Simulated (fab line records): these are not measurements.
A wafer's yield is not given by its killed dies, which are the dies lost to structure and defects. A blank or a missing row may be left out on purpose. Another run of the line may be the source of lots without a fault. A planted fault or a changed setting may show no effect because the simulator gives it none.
fab line records	flow n5-finfet
record: lots: 7	wafers: 39
route steps=1938 shown DUMMY_GATE@246 SD_EPI_N@288 HKMG_FIN@403 GATE_CUT@467 MOL_CONTACT_COAG@624 BEOL_M4@1111
start-h: start of the lot's first displayed wafer, in hours after the record's first day	wait-h: how many hours have passed since the lot's step before this one	" identical to the entry in the row above	L1.1+2: a row that stands for several wafers	- no value present, or no start provided	* or withheld: withheld	< > ~ a bound
route shown NAME@n: a module of which the file shows steps, and the number in the route of the first	usual: mean/standard deviation taken from wafers without a fault	same: alike in all rows	chamber/n: place in a boat	sites: readings site by site	_std_site: the standard deviation of these	_edge_site: outer sites' mean less inner sites'	radius-mm: for every site, how far away it sits from the centre of the wafer	mask NAME#n: copy n	behind: tool/chamber where the wafer was last shaped	hold: why the lot was held/for how many hours/how that ended	device: names the non-switching transistor (n, p or np)	end of line: the route-end tests of the same wafers	a step with no rows: only its recipe	killed: count of dies lost to structure and defects at first sort (not the wafer's yield)	map: dies across one wafer; x = killed, . = not, _ = none there
set.NAME: the setting the step ran with; set.NAME@STEP: the setting that earlier step ran with	model.NAME: the simulator's own value behind a step, which no gauge read
one table per step and one row per wafer, for lots whose settings were changed on purpose
== steps ==
step: N5_DUMMY_GATE_ETCH_32
recipe: chemistry: CF4	target: SiO2	target-depth-a: 35	time-s: 3.9	ion-energy-ev: 350	pressure-mtorr: 10	icp-w: 800	bias-w: 400	cf4-flow-sccm: 80
step: N5_SD_EPI_N_EPI_21
recipe: material: Si:P	dopant: P	temp-c: 680	pressure-torr: 255	time-s: 690
step: N5_HKMG_FIN_ETCH_55
recipe: chemistry: N2/H2	target: SOC	target-depth-a: 2400	temp-c: 40	time-s: 300	ion-energy-ev: 200	mask-material: SiARC	pressure-mtorr: 30	source-w: 840	bias-w: 150	n2-flow-sccm: 200	h2-flow-sccm: 200
step: N5_HKMG_FIN_PWFM_ALD_03
recipe: material: TiN	target-thk-a: 20	temp-c: 400	ald-precursor-family: TiCl4	ald-co-reactant: NH3	pulse-time-s: 1	purge-time-s: 3	co-reactant-purge-time-s: 2	co-reactant-pulse-time-s: 2	ald-cycles: 91	pressure-torr: 3
step: N5_HKMG_FIN_ALD_91
recipe: material: TiN	target-thk-a: 10	temp-c: 400	ald-precursor-family: TiCl4	ald-co-reactant: NH3	pulse-time-s: 1	purge-time-s: 3	co-reactant-purge-time-s: 2	co-reactant-pulse-time-s: 2	ald-cycles: 47	pressure-torr: 3
step: N5_HKMG_FIN_ALD_71
step: N5_GATE_CUT_ETCHBACK_30
recipe: chemistry: Cl2/Ar	target: TiN	target-depth-a: 30	mode: isotropic	pressure-mtorr: 10	icp-w: 600	bias-w: 60	Cl2_flow_sccm: 40	Ar_flow_sccm: 60
step: N5_GATE_CUT_CUT_ETCH_53
recipe: chemistry: SF6/Cl2	target: W	mask-material: SiO2	target-depth-a: 792	pressure-mtorr: 8	icp-w: 900	bias-w: 80	SF6_flow_sccm: 40	Cl2_flow_sccm: 60	ends: cleared
step: N5_MOL_CONTACT_COAG_CVD_140
recipe: material: W	target-thk-a: 665	mode: selective-fill	temp-c: 300	time-s: 215
step: N5_BEOL_M4_RC_MEAS_101
usual: IOFF_N_LONG: 5.49e-05/2.1e-06	IOFF_P_LONG: 0.000107/9.6e-06	REXT_N: 75.0/1.4	RS_SD_N: 28.5/0.34	VT_N_LONG: 275.0/1.8	VT_N_LVT: 99.3/2.4	VT_P: -250/3.5	VT_P_LONG: -275/3.3	VT_P_LVT: -98.9/2.9
lot.wafer	tool	chamber	start-h	wait-h	set.time-s@DUMMY_GATE_ETCH_32	set.time-s@SD_EPI_N_EPI_21	set.bias-w@HKMG_FIN_ETCH_55	set.ald-cycles@HKMG_FIN_PWFM_ALD_03	set.temp-c@HKMG_FIN_ALD_91	set.temp-c@HKMG_FIN_ALD_71	set.target-depth-a@GATE_CUT_ETCHBACK_30	set.icp-w@GATE_CUT_CUT_ETCH_53	set.target-thk-a@MOL_CONTACT_COAG_CVD_140	IOFF_N_LONG[nA/um]	IOFF_P_LONG[nA/um]	REXT_N[ohm.um]	RS_SD_N[ohm/sq]	VT_N_LONG[mV]	VT_N_LVT[mV]	VT_P[mV]	VT_P_LONG[mV]	VT_P_LVT[mV]
L074.1	prober-02	0	167.47	0.0	3.9	690	150	91	400	400	26.75	900	665	5.67e-05	0.000109	76.8	29.0	277.4	101.7	-252	-275	-99.9
L074.2	"	0	"	"	4.344	690	150	91	409.9	400	30	900	737.2	5.16e-05	0.000109	75.8	28.5	278.2	107.2	-253	-277	-100.0
L074.3	"	0	"	"	3.9	612.3	164.1	88	409.9	400	26.75	900	737.2	5.12e-05	0.000106	79.6	31.0	274.8	105.1	-254	-279	-102.0
L074.4	"	0	"	"	4.344	690	164.1	88	409.9	400	26.75	731.9	665	5.07e-05	0.000108	75.7	28.8	283.0	105.5	-252	-275	-99.7
L074.5	"	0	"	"	3.9	612.3	150	88	400	400	30	731.9	737.2	5.54e-05	0.000102	79.5	31.0	276.0	103.6	-253	-278	-102.3
L074.6	"	0	"	"	4.344	612.3	164.1	91	400	400	30	731.9	665	5.61e-05	0.000111	79.0	31.3	275.6	101.0	-251	-276	-99.3
L075.1	prober-01	0	171.00	0.0	3.9	690	150	91	400	400	30	900	665	5.73e-05	0.000116	77.9	28.7	273.5	98.4	-246	-272	-94.9
L075.3	"	0	"	"	3.9	690	150	91	400	400	30	900	665	5.85e-05	0.000118	76.8	27.7	275.9	97.6	-248	-271	-96.1
L075.5	"	0	"	"	3.9	690	150	91	400	400	30	900	665	5.78e-05	0.000116	77.4	28.1	275.0	100.0	-248	-269	-97.7
L081.1	prober-02	0	223.58	0.0	3.122	690	150	100	400	407.6	32.13	1040	627.3	5.73e-05	0.000126	73.7	28.1	271.2	99.5	-244	-269	-92.8
L081.2	"	0	"	"	3.9	564.6	150	91	400	407.6	32.13	1040	665	5.75e-05	0.000108	78.1	32.4	270.1	98.3	-246	-276	-98.1
L081.3	"	0	"	"	3.9	564.6	150	91	391.9	400	30	1040	627.3	6.3e-05	0.000105	78.2	32.4	267.8	99.0	-254	-277	-101.5
L081.4	"	0	"	"	3.122	690	150	91	391.9	400	32.13	900	665	6.37e-05	0.000105	72.8	28.3	269.4	98.9	-254	-276	-104.2
L081.5	"	0	"	"	3.9	690	150	100	391.9	407.6	30	900	627.3	6.39e-05	0.000123	72.3	28.2	265.9	92.8	-241	-270	-91.9
L081.6	"	0	"	"	3.122	564.6	150	100	400	400	30	900	665	5.71e-05	0.000127	77.2	32.4	273.1	103.1	-244	-269	-94.7
L084.1	prober-01	0	243.75	0.0	3.9	690	150	91	392.8	416.2	30	900	665	6.15e-05	0.000111	75.9	28.4	268.8	94.4	-247	-272	-97.1
L084.2	"	0	"	"	4.598	690	150	91	400	400	30	900	665	5.66e-05	0.000114	75.5	28.2	274.6	98.7	-250	-274	-96.2
L084.3	"	0	"	"	3.9	690	150	91	392.8	416.2	26.79	854	596.1	6.15e-05	0.000112	75.1	28.0	272.6	94.3	-247	-276	-96.9
L084.4	"	0	"	"	3.9	690	150	91	400	400	26.79	854	665	5.74e-05	0.000117	75.1	28.2	274.9	96.5	-246	-275	-95.2
L084.5	"	0	"	"	4.598	690	150	91	392.8	400	26.79	900	596.1	6.16e-05	0.000109	75.5	27.9	269.2	95.6	-247	-273	-97.6
L084.6	"	0	"	"	4.598	690	150	91	400	416.2	30	854	596.1	5.74e-05	0.000119	75.4	28.3	276.5	95.0	-245	-273	-94.5
L090.1	prober-02	0	282.94	0.0	3.9	690	150	91	409.5	384	30	900	665	5.17e-05	0.000124	72.9	29.0	277.3	105.0	-249	-272	-95.0
L090.2	"	0	"	"	3.9	690	178.4	98	400	400	30	900	600.6	5.69e-05	0.000136	72.7	28.7	275.8	102.0	-242	-265	-90.9
L090.3	"	0	"	"	3.306	690	150	98	409.5	400	31.93	900	600.6	5.18e-05	0.000138	71.3	28.4	279.5	102.9	-240	-266	-88.7
L090.4	"	0	"	"	3.306	690	178.4	98	400	384	30	801.4	600.6	5.75e-05	0.000139	72.3	28.4	276.0	96.5	-238	-265	-87.4
L090.5	"	0	"	"	3.306	690	178.4	91	409.5	400	31.93	801.4	665	5.28e-05	0.000123	72.7	28.5	278.5	99.8	-244	-270	-92.7
L090.6	"	0	"	"	3.9	690	150	91	400	384	31.93	801.4	665	5.69e-05	0.000122	72.7	29.0	273.3	97.5	-247	-276	-95.0
L093.1	prober-01	0	288.39	0.0	4.566	752.9	150	91	415.1	384.1	33.31	1064	665	4.66e-05	0.000104	73.1	26.8	278.8	105.9	-249	-275	-99.4
L093.2	"	0	"	"	4.566	752.9	158.2	91	400	384.1	33.31	900	665	5.46e-05	0.000104	73.3	27.1	275.3	96.7	-250	-279	-99.8
L093.3	"	0	"	"	4.566	690	150	86	415.1	384.1	30	900	665	4.72e-05	9.5e-05	75.1	28.7	282.6	103.9	-252	-280	-101.8
L093.4	"	0	"	"	3.9	690	158.2	86	415.1	400	33.31	1064	665	4.74e-05	9.6e-05	73.5	28.4	281.3	103.7	-253	-276	-102.0
L093.5	"	0	"	"	3.9	752.9	150	86	400	400	30	1064	665	5.47e-05	9.1e-05	72.9	26.5	274.9	96.8	-256	-281	-103.3
L093.6	"	0	"	"	3.9	690	158.2	91	400	400	30	900	665	5.47e-05	0.000101	73.7	28.3	275.4	98.1	-250	-279	-99.8
L094.1	prober-02	0	298.66	0.0	4.325	609.8	150	85	400	400	30	900	665	5.18e-05	0.000102	75.6	30.4	276.5	101.5	-252	-277	-101.1
L094.2	"	0	"	"	3.9	690	150	91	409.9	400	30	990	627.2	4.71e-05	0.000116	73.6	28.1	279.4	105.2	-247	-273	-95.8
L094.3	"	0	"	"	3.9	690	150	91	400	400	27.54	900	627.2	5.15e-05	0.000107	73.6	28.3	276.2	101.5	-250	-271	-97.6
L094.4	"	0	"	"	4.325	609.8	150	91	409.9	409.1	27.54	990	665	4.68e-05	0.000116	76.2	30.6	279.8	105.3	-246	-271	-94.1
L094.5	"	0	"	"	4.325	690	150	85	409.9	409.1	27.54	900	665	4.71e-05	0.000104	73.2	28.1	284.5	104.2	-252	-277	-100.8
L094.6	"	0	"	"	3.9	609.8	150	85	400	409.1	30	990	627.2	5.12e-05	0.0001	76.6	30.3	275.8	103.4	-252	-279	-102.7
== key ==
split: step: N5_DUMMY_GATE_ETCH_32	setting: time-s	stated-as: 3.9
response none clear
split: step: N5_SD_EPI_N_EPI_21	setting: time-s	stated-as: 690
response: step: N5_BEOL_M4_RC_MEAS_101	reading: RS_SD_N	slope: -0.211	per: 1%	together-with: all	explained: 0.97
response: step: N5_BEOL_M4_RC_MEAS_101	reading: REXT_N	slope: -0.24	per: 1%	together-with: all	explained: 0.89
split: step: N5_HKMG_FIN_ETCH_55	setting: bias-w	stated-as: 150
response none clear
split: step: N5_HKMG_FIN_PWFM_ALD_03	setting: ald-cycles	stated-as: 91
response: step: N5_BEOL_M4_RC_MEAS_101	reading: IOFF_P_LONG	slope: +1.78e-06	per: 1%	together-with: all	explained: 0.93
response: step: N5_BEOL_M4_RC_MEAS_101	reading: VT_P_LVT	slope: +0.741	per: 1%	together-with: all	explained: 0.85
response: step: N5_BEOL_M4_RC_MEAS_101	reading: VT_P	slope: +0.784	per: 1%	together-with: all	explained: 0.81
response: step: N5_BEOL_M4_RC_MEAS_101	reading: VT_P_LONG	slope: +0.66	per: 1%	together-with: all	explained: 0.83
split: step: N5_HKMG_FIN_ALD_91	setting: temp-c	stated-as: 400
response: step: N5_BEOL_M4_RC_MEAS_101	reading: IOFF_N_LONG	slope: -2.12e-06	per: 1%	together-with: all	explained: 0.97
response: step: N5_BEOL_M4_RC_MEAS_101	reading: VT_N_LONG	slope: +2.03	per: 1%	together-with: all	explained: 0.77
response: step: N5_BEOL_M4_RC_MEAS_101	reading: VT_N_LVT	slope: +1.48	per: 1%	together-with: all	explained: 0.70
response: step: N5_BEOL_M4_RC_MEAS_101	reading: IOFF_P_LONG	slope: +1.45e-06	per: 1%	together-with: all	explained: 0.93
split: step: N5_HKMG_FIN_ALD_71	setting: temp-c	stated-as: 400
response none clear
split: step: N5_GATE_CUT_ETCHBACK_30	setting: target-depth-a	stated-as: 30
response none clear
split: step: N5_GATE_CUT_CUT_ETCH_53	setting: icp-w	stated-as: 900
response none clear
split: step: N5_MOL_CONTACT_COAG_CVD_140	setting: target-thk-a	stated-as: 665
response none clear
